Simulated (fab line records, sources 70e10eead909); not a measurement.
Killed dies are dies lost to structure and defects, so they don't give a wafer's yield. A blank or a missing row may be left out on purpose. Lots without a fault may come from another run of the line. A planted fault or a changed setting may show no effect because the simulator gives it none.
Which tool did it? | flow nand_harc | 12 lots, 36 wafers sampled, at 5 steps of a route of 1302

WHAT THE GAUGES READ, wafer by wafer
NHARC_END_SORT_01. Usual: killed_at_array 52, standard deviation 16; killed_at_other 0.8, standard deviation 1.1; killed_at_periphery 4.2, standard deviation 2.5; killed_dies 57, standard deviation 16; killed_open 3.4, standard deviation 2; killed_short 2.6, standard deviation 1.6.
lot  | measured     | on        | killed_at_array | killed_at_other | killed_at_periphery | killed_dies | killed_open | killed_short | flag
L423 | day 26 10:19 | prober-02 | 53 43 40        | 1 0 1           | 2 6 0               | 56 49 41    | 2 7 1       | 1 3 3        |
L433 | day 29 19:37 | prober-02 | 71 77 72        | 1 0 0           | 1 3 2               | 73 80 74    | 4 4 1       | 2 4 3        |
L435 | day 30 13:50 | prober-01 | 46 31 36        | 2 0 0           | 2 2 2               | 50 33 38    | 1 1 4       | 3 5 0        |
L437 | day 32 01:20 | prober-01 | 47 55 44        | 3 1 1           | 7 5 5               | 57 61 50    | 9 6 3       | 5 6 4        |

WHICH TOOL RAN EACH LOT (tool, then ch and the chambers of the sampled wafers, then the start)
lot  | NHARC_A_SLIT_STRIP_18                         | NHARC_A_WL_FILL_ETCHBACK_26      | NHARC_A_WL_FILL_CVD_20                   | NHARC_A_WL_FILL_CMP_12
L421 | rie_diel-03 ch 0,1,3, day 20 21:40 or earlier | rie_si-03 ch 0,3, day 20 21:40   | cvd_w-01 ch 0,1, day 20 22:19 or earlier | cmp-03 ch 2,3, day 20 22:19
L425 | rie_diel-05 ch 0,3, day 21 21:26 or earlier   | rie_si-03 ch 2,3, day 21 21:26   | cvd_w-01 ch 0,1, day 21 22:07 or earlier | cmp-04 ch 1,2,3, day 21 22:07
L426 | rie_diel-07 ch 0,2,3, day 22 17:56 or earlier | rie_si-05 ch 1,2,3, day 22 17:56 | cvd_w-01 ch 0,1, day 22 18:37 or earlier | cmp-03 ch 1,2,3, day 22 18:37
L423 | rie_diel-03 ch 1,2,3, day 22 21:05 or earlier | rie_si-03 ch 0,1,3, day 22 21:05 | cvd_w-01 ch 0,1, day 22 21:43 or earlier | cmp-04 ch 0,2,3, day 22 21:43
L430 | rie_diel-07 ch 0,3, day 25 03:49 or earlier   | rie_si-05 ch 0,3, day 25 03:49   | cvd_w-02 ch 0,1, day 25 04:28 or earlier | cmp-04 ch 1,2, day 25 04:28
L431 | rie_diel-03 ch 1,2,3, day 25 12:37 or earlier | rie_si-05 ch 0,2,3, day 25 12:37 | cvd_w-02 ch 0,1, day 25 13:14 or earlier | cmp-01 ch 1,2,3, day 25 13:14
L433 | rie_diel-07 ch 0,1,3, day 26 09:04 or earlier | rie_si-02 ch 0,2, day 26 09:04   | cvd_w-02 ch 0,1, day 26 09:42 or earlier | cmp-03 ch 1,3, day 26 09:42
L435 | rie_diel-05 ch 0,2,3, day 27 09:30 or earlier | rie_si-03 ch 0,1,3, day 27 09:30 | cvd_w-01 ch 0,1, day 27 10:08 or earlier | cmp-04 ch 0,1, day 27 10:08
L437 | rie_diel-05 ch 0,2,3, day 28 09:34 or earlier | rie_si-05 ch 1,2,3, day 28 09:34 | cvd_w-01 ch 0,1, day 28 10:16 or earlier | cmp-04 ch 0,1,3, day 28 10:16
L438 | rie_diel-05 ch 0,2,3, day 28 09:31 or earlier | rie_si-03 ch 0,1,2, day 28 09:31 | cvd_w-02 ch 0,1, day 28 10:10 or earlier | cmp-01 ch 1,2,3, day 28 10:10
L439 | rie_diel-07 ch 0,2,3, day 28 18:32 or earlier | rie_si-03 ch 2,3, day 28 18:32   | cvd_w-02 ch 0,1, day 28 19:11 or earlier | cmp-01 ch 0,1, day 28 19:11
L444 | rie_diel-03 ch 0,2, day 30 16:47 or earlier   | rie_si-03 ch 0,1,2, day 30 16:47 | cvd_w-02 ch 0,1, day 30 17:24 or earlier | cmp-01 ch 1,2,3, day 30 17:24
- NHARC_A_SLIT_STRIP_18: strips in O2.
- NHARC_A_WL_FILL_ETCHBACK_26: etches the open film in HBr, target depth 52 nm, time 13.3 s.
- NHARC_A_WL_FILL_CVD_20: deposits W, target thk 100 nm, time 74 s.
- NHARC_A_WL_FILL_CMP_12: polishes, t overpolish 30 s, target thk 100 nm.

WHAT THE TOOLS THEMSELVES READ (means of the sampled wafers that have a number; where no wafer has one, the mark that the record gives instead)
NHARC_A_SLIT_STRIP_18. Usual: drypump_motor_current_A 5.8 A, standard deviation 0.46; o2_flow_sccm 500.0 sccm, standard deviation 1.5; oes_product_au 1.002 a.u., standard deviation 0.0082; rf_vpp_V 57.9 V, standard deviation 0.91; showerhead_plenum_p_Torr 3.56 Torr, standard deviation 0.15; throttle_valve_pct 17.036 %, standard deviation 0.009.
lot  | tool        | drypump_motor_current_A (A) | o2_flow_sccm (sccm) | oes_product_au (a.u.) | rf_vpp_V (V) | showerhead_plenum_p_Torr (Torr) | throttle_valve_pct (%) | flag
L421 | rie_diel-03 | 5.5                         | 499.3               | 0.994                 | 56.8         | 3.38                            | 17.041                 |
L425 | rie_diel-05 | 6.1                         | 499.9               | 0.999                 | 57.7         | 3.65                            | 17.040                 |
L426 | rie_diel-07 | 5.9                         | 501.0               | 1.016                 | 58.0         | 3.50                            | 17.032                 |
L423 | rie_diel-03 | 5.8                         | 501.1               | 1.001                 | 57.8         | 3.50                            | 17.042                 |
L430 | rie_diel-07 | 6.2                         | 499.1               | 0.997                 | 57.2         | 3.53                            | 17.040                 |
L431 | rie_diel-03 | 5.9                         | 501.1               | 1.003                 | 58.0         | 3.50                            | 17.035                 |
L433 | rie_diel-07 | 6.0                         | 500.4               | 0.997                 | 57.4         | 3.49                            | 17.034                 |
L435 | rie_diel-05 | 5.8                         | 500.6               | 1.010                 | 58.3         | 3.67                            | 17.029                 |
L437 | rie_diel-05 | 5.8                         | 498.8               | 0.999                 | 58.0         | 3.67                            | 17.044                 |
L438 | rie_diel-05 | 5.8                         | 500.2               | 1.010                 | 58.6         | 3.67                            | 17.037                 |
L439 | rie_diel-07 | 5.9                         | 500.9               | 1.010                 | 58.5         | 3.50                            | 17.029                 |
L444 | rie_diel-03 | 5.9                         | 499.8               | 0.995                 | 57.2         | 3.53                            | 17.044                 |

NHARC_A_WL_FILL_ETCHBACK_26. Usual: drypump_motor_current_A 5.7 A, standard deviation 0.43; oes_product_au 1.000 a.u., standard deviation 0.0073; throttle_valve_pct 23.265 %, standard deviation 0.0083.
lot  | tool      | drypump_motor_current_A (A) | oes_product_au (a.u.) | throttle_valve_pct (%) | flag
L421 | rie_si-03 | 5.7                         | 0.996                 | 23.270                 |
L425 | rie_si-03 | 5.6                         | 0.998                 | 23.266                 |
L426 | rie_si-05 | 5.3                         | 1.008                 | 23.273                 |
L423 | rie_si-03 | 6.0                         | 1.001                 | 23.269                 |
L430 | rie_si-05 | 5.6                         | 0.995                 | 23.263                 |
L431 | rie_si-05 | 5.5                         | 1.003                 | 23.263                 |
L433 | rie_si-02 | 5.4                         | 0.999                 | 23.262                 |
L435 | rie_si-03 | 6.0                         | 0.990                 | 23.264                 |
L437 | rie_si-05 | 5.3                         | 1.001                 | 23.260                 |
L438 | rie_si-03 | 6.2                         | 1.002                 | 23.270                 |
L439 | rie_si-03 | 5.4                         | 1.000                 | 23.266                 |
L444 | rie_si-03 | 6.2                         | 0.993                 | 23.266                 |

NHARC_A_WL_FILL_CVD_20. Usual: heater_power_w 846 W, standard deviation 69; throttle_valve_pct 8.11 %, standard deviation 0.18.
lot  | tool     | heater_power_w (W) | throttle_valve_pct (%) | flag
L421 | cvd_w-01 | 859                | 7.92                   |
L425 | cvd_w-01 | 852                | 7.90                   |
L426 | cvd_w-01 | 855                | 7.88                   |
L423 | cvd_w-01 | 862                | 7.94                   |
L430 | cvd_w-02 | 815                | 8.30                   |
L431 | cvd_w-02 | 788                | 8.39                   |
L433 | cvd_w-02 | 783                | 8.28                   |
L435 | cvd_w-01 | 914                | 7.95                   |
L437 | cvd_w-01 | 863                | 8.10                   |
L438 | cvd_w-02 | 845                | 8.18                   |
L439 | cvd_w-02 | 850                | 8.13                   |
L444 | cvd_w-02 | 811                | 8.15                   |

NHARC_A_WL_FILL_CMP_12. Usual: motor_current_A 11.3 A, standard deviation 0.93; overpolish_run_s 29.999 s, standard deviation 0.0094; pad_life_wafers 204, standard deviation 120; time_to_endpoint_s 20.3 s, standard deviation 2.1.
lot  | tool   | motor_current_A (A) | overpolish_run_s (s) | pad_life_wafers | time_to_endpoint_s (s) | flag
L421 | cmp-03 | 11.4                | 30.004               | 56              | 20.2                   |
L425 | cmp-04 | 11.8                | 29.996               | 338             | 21.5                   |
L426 | cmp-03 | 11.6                | 29.998               | 230             | 18.1                   |
L423 | cmp-04 | 11.0                | 29.996               | 92              | 21.6                   |
L430 | cmp-04 | 10.5                | 30.000               | 336             | 21.0                   |
L431 | cmp-01 | 11.5                | 30.006               | 43              | 20.5                   |
L433 | cmp-03 | 11.8                | 29.996               | 175             | 19.7                   |
L435 | cmp-04 | 10.8                | 30.008               | 116             | 18.3                   |
L437 | cmp-04 | 11.7                | 30.007               | 237             | 16.7                   |
L438 | cmp-01 | 11.8                | 30.003               | 343             | 21.5                   |
L439 | cmp-01 | 12.7                | 29.982               | 380             | 22.0                   |
L444 | cmp-01 | 11.5                | 29.994               | 128             | 21.4                   |

THE ANSWER, worked out from the rows above alone
Rule: a lot is off if the mean of its wafers that have a number lies more than 3 standard deviations from the usual mean. A lot without any number at a reading at which 4 lots or more have one is off too. The other lots that the step has rows for count as sound. The gauges are gone through in route order, then the tools' own readings, and for those a lot's mean is taken as printed above. The first step at which some lot is off is used, and at that step the reading that is off furthest; a lot without a number counts as furthest.
No lot is off at any reading shown: from this, nothing can be told.

WHAT THE SIMULATOR HAD PUT IN
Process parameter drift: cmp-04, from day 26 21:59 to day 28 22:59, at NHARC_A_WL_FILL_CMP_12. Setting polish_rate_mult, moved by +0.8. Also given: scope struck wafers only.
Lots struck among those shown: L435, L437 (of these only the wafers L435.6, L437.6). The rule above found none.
